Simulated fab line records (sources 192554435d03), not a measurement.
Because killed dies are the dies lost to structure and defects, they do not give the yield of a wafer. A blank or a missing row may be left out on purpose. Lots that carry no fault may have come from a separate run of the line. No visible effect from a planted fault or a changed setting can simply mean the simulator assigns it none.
What tool caused it? -- flow n5 finfet -- 24 lots, 72 wafers sampled, at 6 steps of a route of 1938

== WHAT THE GAUGES READ, wafer by wafer ==
N5_BEOL_M2_RS_MEAS_58: a four-point-probe measurement. Usual: for M2_RS the level is 0.671 ohm/sq and the standard deviation is 0.026.
lot,measured,on,M2_RS (ohm/sq),flag
L074,day 6 19:49,film metro-01,0.673 0.673 0.736,
L075,day 6 23:23,film metro-01,0.645 0.645 0.709,
L076,day 7 11:49,film metro-01,0.687 0.733 0.704,
L077,day 7 16:33,film metro-01,0.711 0.633 0.645,
L078,day 7 22:52,film metro-01,0.706 0.663 0.679,
L080,day 8 07:12,film metro-02,0.665 0.672 0.672,
L079,day 8 14:46,film metro-02,0.700 0.702 0.656,
L081,day 8 19:48,film metro-02,0.683 0.663 0.673,
L082,day 9 01:52,film metro-01,0.654 0.707 0.668,
L083,day 9 05:35,film metro-02,0.644 0.642 0.681,
L084,day 9 15:07,film metro-02,0.645 0.664 0.636,
L085,day 9 22:57,film metro-01,0.629 0.624 0.622,
L086,day 9 21:23,film metro-01,0.632 0.629 0.602,
L087,day 10 02:03,film metro-02,0.677 0.657 0.639,
L089,day 10 16:36,film metro-01,0.663 0.652 0.685,
L088,day 10 22:44,film metro-02,0.702 0.692 0.695,
L090,day 11 05:00,film metro-01,0.662 0.673 0.668,
L091,day 11 09:47,film metro-02,0.696 0.673 0.679,
L093,day 11 10:59,film metro-02,0.639 0.692 0.690,
L092,day 11 14:17,film metro-01,0.711 0.652 0.714,
L094,day 11 14:25,film metro-02,0.679 0.650 0.689,
L095,day 12 13:36,film metro-02,0.678 0.671 0.688,
L097,day 12 16:13,film metro-01,0.669 0.643 0.651,
L096,day 12 20:28,film metro-01,0.701 0.677 0.681,

== WHICH TOOL RAN EACH LOT (tool, then ch and the chambers of the sampled wafers, then the start) ==
lot,N5_BEOL_M2_ANNEAL_82,N5_BEOL_M2_SPUTTER_88,N5_BEOL_M2_SPUTTER_94,N5_BEOL_M2_PRE_CLEAN_60,N5_BEOL_M2_CO_CAP_55
L074,"pvd sputter-03, day 6 17:32","pvd sputter-03, day 6 17:54","pvd sputter-03, day 6 18:34","cvd co-02 ch 0,2, day 6 19:36","cvd co-02 ch 0,2, day 6 19:38"
L075,"pvd sputter-02, day 6 20:47","pvd sputter-02, day 6 21:09","pvd sputter-02, day 6 21:49","cvd co-01 ch 1,2, day 6 23:08","cvd co-01 ch 1,2, day 6 23:10"
L076,"pvd sputter-03, day 7 09:32","pvd sputter-03, day 7 09:53","pvd sputter-03, day 7 10:33","cvd co-02 ch 0,1,2, day 7 11:35","cvd co-02 ch 0,1,2, day 7 11:38"
L077,"pvd sputter-01, day 7 14:13","pvd sputter-01, day 7 14:35","pvd sputter-01, day 7 15:14","cvd co-02 ch 0,1,2, day 7 16:17","cvd co-02 ch 0,1,2, day 7 16:19"
L078,"pvd sputter-01, day 7 20:35","pvd sputter-01, day 7 20:56","pvd sputter-01, day 7 21:36","cvd co-02 ch 0,1,2, day 7 22:38","cvd co-02 ch 0,1,2, day 7 22:41"
L080,"pvd sputter-03, day 8 04:55","pvd sputter-03, day 8 05:16","pvd sputter-03, day 8 05:56","cvd co-01 ch 0,1,2, day 8 06:58","cvd co-01 ch 0,1,2, day 8 07:01"
L079,"pvd sputter-03, day 8 12:29","pvd sputter-03, day 8 12:50","pvd sputter-03, day 8 13:30","cvd co-02 ch 0,1, day 8 14:32","cvd co-02 ch 0,1, day 8 14:35"
L081,"pvd sputter-01, day 8 17:23","pvd sputter-01, day 8 17:44","pvd sputter-01, day 8 18:24","cvd co-01 ch 0,1,2, day 8 19:35","cvd co-01 ch 0,1,2, day 8 19:37"
L082,"pvd sputter-03, day 8 23:34","pvd sputter-03, day 8 23:56","pvd sputter-03, day 9 00:35","cvd co-02 ch 0,1,2, day 9 01:38","cvd co-02 ch 0,1,2, day 9 01:40"
L083,"pvd sputter-01, day 9 03:17","pvd sputter-01, day 9 03:39","pvd sputter-01, day 9 04:19","cvd co-01 ch 0,1,2, day 9 05:21","cvd co-01 ch 0,1,2, day 9 05:23"
L084,"pvd sputter-03, day 9 12:44","pvd sputter-03, day 9 13:06","pvd sputter-03, day 9 13:46","cvd co-01 ch 0,2, day 9 14:53","cvd co-01 ch 0,2, day 9 14:56"
L085,"pvd sputter-03, day 9 18:50","pvd sputter-03, day 9 21:00","pvd sputter-03, day 9 21:40","cvd co-01 ch 0,1, day 9 22:43","cvd co-01 ch 0,1, day 9 22:46"
L086,"pvd sputter-02, day 9 19:00","pvd sputter-02, day 9 19:22","pvd sputter-02, day 9 20:01","cvd co-02 ch 1,2, day 9 21:10","cvd co-02 ch 1,2, day 9 21:13"
L087,"pvd sputter-02, day 9 23:25","pvd sputter-02, day 9 23:47","pvd sputter-02, day 10 00:26","cvd co-01 ch 0,1, day 10 01:50","cvd co-01 ch 0,1, day 10 01:52"
L089,"pvd sputter-03, day 10 14:02","pvd sputter-03, day 10 14:23","pvd sputter-03, day 10 15:03","cvd co-01 ch 0,1,2, day 10 16:23","cvd co-01 ch 0,1,2, day 10 16:25"
L088,"pvd sputter-02, day 10 20:16","pvd sputter-02, day 10 20:38","pvd sputter-02, day 10 21:17","cvd co-01 ch 0,1,2, day 10 22:30","cvd co-01 ch 0,1,2, day 10 22:32"
L090,"pvd sputter-01, day 11 02:43","pvd sputter-01, day 11 03:04","pvd sputter-01, day 11 03:44","cvd co-01 ch 0,2, day 11 04:47","cvd co-01 ch 0,2, day 11 04:49"
L091,"pvd sputter-03, day 11 06:34","pvd sputter-03, day 11 06:55","pvd sputter-03, day 11 07:35","cvd co-02 ch 0,1, day 11 09:34","cvd co-02 ch 0,1, day 11 09:37"
L093,"pvd sputter-03, day 11 08:40","pvd sputter-03, day 11 09:01","pvd sputter-03, day 11 09:41","cvd co-01 ch 0,1,2, day 11 10:45","cvd co-01 ch 0,1,2, day 11 10:47"
L092,"pvd sputter-02, day 11 11:52","pvd sputter-02, day 11 12:14","pvd sputter-02, day 11 12:53","cvd co-01 ch 0,2, day 11 14:04","cvd co-01 ch 0,2, day 11 14:06"
L094,"pvd sputter-01, day 11 12:07","pvd sputter-01, day 11 12:29","pvd sputter-01, day 11 13:08","cvd co-02 ch 0,1, day 11 14:11","cvd co-02 ch 0,1, day 11 14:14"
L095,"pvd sputter-03, day 12 11:19","pvd sputter-03, day 12 11:40","pvd sputter-03, day 12 12:20","cvd co-01 ch 0,1,2, day 12 13:23","cvd co-01 ch 0,1,2, day 12 13:25"
L097,"pvd sputter-03, day 12 13:55","pvd sputter-03, day 12 14:17","pvd sputter-03, day 12 14:56","cvd co-01 ch 0,2, day 12 16:00","cvd co-01 ch 0,2, day 12 16:02"
L096,"pvd sputter-03, day 12 18:11","pvd sputter-03, day 12 18:32","pvd sputter-03, day 12 19:12","cvd co-02 ch 0,1,2, day 12 20:14","cvd co-02 ch 0,1,2, day 12 20:17"
- N5_BEOL_M2_ANNEAL_82: time 240 s.
- N5_BEOL_M2_SPUTTER_88: material Cu, target thk 4.5 nm, time 8.29 s.
- N5_BEOL_M2_SPUTTER_94: material Cu, target thk 4.5 nm, time 8.29 s.
- N5_BEOL_M2_PRE_CLEAN_60: time 15 s.
- N5_BEOL_M2_CO_CAP_55: material Co, precursor CCTBA/H2, target thk 2 nm, time 102.1 s.

== WHAT THE TOOLS THEMSELVES READ (means of the sampled wafers that have a number; where no wafer has one, the mark that the record gives instead) ==
N5_BEOL_M2_ANNEAL_82. Usual: heater power w 856 W, standard deviation 97; susceptor_temp_C_max 401.0, standard deviation 0.4.
lot,tool,heater power w (W),susceptor_temp_C_max,flag
L074,pvd sputter-03,900,401.2,
L075,pvd sputter-02,825,401.0,
L076,pvd sputter-03,900,400.9,
L077,pvd sputter-01,803,401.0,
L078,pvd sputter-01,835,401.2,
L080,pvd sputter-03,867,401.1,
L079,pvd sputter-03,935,400.7,
L081,pvd sputter-01,770,400.8,
L082,pvd sputter-03,809,401.0,
L083,pvd sputter-01,773,400.6,
L084,pvd sputter-03,867,400.6,
L085,pvd sputter-03,891,400.9,
L086,pvd sputter-02,764,400.9,
L087,pvd sputter-02,867,400.9,
L089,pvd sputter-03,854,400.6,
L088,pvd sputter-02,770,400.9,
L090,pvd sputter-01,813,401.0,
L091,pvd sputter-03,818,400.9,
L093,pvd sputter-03,856,401.1,
L092,pvd sputter-02,858,400.5,
L094,pvd sputter-01,830,401.4,
L095,pvd sputter-03,941,401.1,
L097,pvd sputter-03,897,400.9,
L096,pvd sputter-03,904,401.2,

N5_BEOL_M2_SPUTTER_88. Usual: throttle valve pct 29.7 %, standard deviation 1.2.
lot,tool,throttle valve pct (%),flag
L074,pvd sputter-03,30.0,
L075,pvd sputter-02,29.4,
L076,pvd sputter-03,30.3,
L077,pvd sputter-01,29.4,
L078,pvd sputter-01,28.8,
L080,pvd sputter-03,29.7,
L079,pvd sputter-03,30.2,
L081,pvd sputter-01,30.2,
L082,pvd sputter-03,29.0,
L083,pvd sputter-01,30.6,
L084,pvd sputter-03,29.7,
L085,pvd sputter-03,30.3,
L086,pvd sputter-02,29.8,
L087,pvd sputter-02,28.3,
L089,pvd sputter-03,29.6,
L088,pvd sputter-02,30.2,
L090,pvd sputter-01,29.5,
L091,pvd sputter-03,29.7,
L093,pvd sputter-03,29.7,
L092,pvd sputter-02,28.3,
L094,pvd sputter-01,28.8,
L095,pvd sputter-03,30.1,
L097,pvd sputter-03,30.2,
L096,pvd sputter-03,30.3,

N5_BEOL_M2_SPUTTER_94. Usual: throttle valve pct 29.7 %, standard deviation 1.1.
lot,tool,throttle valve pct (%),flag
L074,pvd sputter-03,30.2,
L075,pvd sputter-02,29.4,
L076,pvd sputter-03,30.4,
L077,pvd sputter-01,29.4,
L078,pvd sputter-01,28.8,
L080,pvd sputter-03,29.8,
L079,pvd sputter-03,30.4,
L081,pvd sputter-01,30.3,
L082,pvd sputter-03,29.1,
L083,pvd sputter-01,30.5,
L084,pvd sputter-03,29.6,
L085,pvd sputter-03,30.3,
L086,pvd sputter-02,29.9,
L087,pvd sputter-02,28.3,
L089,pvd sputter-03,29.7,
L088,pvd sputter-02,30.2,
L090,pvd sputter-01,29.4,
L091,pvd sputter-03,29.7,
L093,pvd sputter-03,29.6,
L092,pvd sputter-02,28.3,
L094,pvd sputter-01,28.8,
L095,pvd sputter-03,30.3,
L097,pvd sputter-03,30.4,
L096,pvd sputter-03,30.3,

N5_BEOL_M2_PRE_CLEAN_60. Usual: heater power w 94 W, standard deviation 21; rf fwd power W 296.5 W, standard deviation 1.1.
lot,tool,heater power w (W),rf fwd power W (W),flag
L074,cvd co-02,118,296.2,
L075,cvd co-01,86,297.3,
L076,cvd co-02,114,296.0,
L077,cvd co-02,114,295.3,
L078,cvd co-02,113,296.8,
L080,cvd co-01,79,296.6,
L079,cvd co-02,107,295.7,
L081,cvd co-01,78,297.0,
L082,cvd co-02,115,296.6,
L083,cvd co-01,78,296.8,
L084,cvd co-01,71,296.6,
L085,cvd co-01,73,296.4,
L086,cvd co-02,114,295.5,
L087,cvd co-01,72,296.1,
L089,cvd co-01,81,296.9,
L088,cvd co-01,80,296.6,
L090,cvd co-01,73,296.7,
L091,cvd co-02,108,296.9,
L093,cvd co-01,79,296.9,
L092,cvd co-01,79,296.4,
L094,cvd co-02,106,296.2,
L095,cvd co-01,81,297.1,
L097,cvd co-01,74,296.6,
L096,cvd co-02,115,296.7,

N5_BEOL_M2_CO_CAP_55. Usual: heater power w 248 W, standard deviation 26.
lot,tool,heater power w (W),flag
L074,cvd co-02,279,
L075,cvd co-01,235,
L076,cvd co-02,275,
L077,cvd co-02,271,
L078,cvd co-02,274,
L080,cvd co-01,229,
L079,cvd co-02,264,
L081,cvd co-01,226,
L082,cvd co-02,277,
L083,cvd co-01,226,
L084,cvd co-01,219,
L085,cvd co-01,223,
L086,cvd co-02,273,
L087,cvd co-01,221,
L089,cvd co-01,228,
L088,cvd co-01,225,
L090,cvd co-01,218,
L091,cvd co-02,264,
L093,cvd co-01,230,
L092,cvd co-01,226,
L094,cvd co-02,260,
L095,cvd co-01,231,
L097,cvd co-01,223,
L096,cvd co-02,272,

== THE ANSWER, worked out from the rows above alone ==
Rule: a lot is off if the mean of its wafers that have a number lies more than 3 standard deviations from the usual mean. Also off: a lot with no number at a reading for which 4 or more lots have one. Any other lot the step has rows for is counted as sound. The gauges are gone through in route order, then the tools' own readings, and for those a lot's mean is taken as printed above. At the first step where some lot is off, the reading lying furthest off is the one used; lots without a number count as furthest.
No lot is off at any reading shown: from this, nothing can be told.

== WHAT THE SIMULATOR HAD INSERTED ==
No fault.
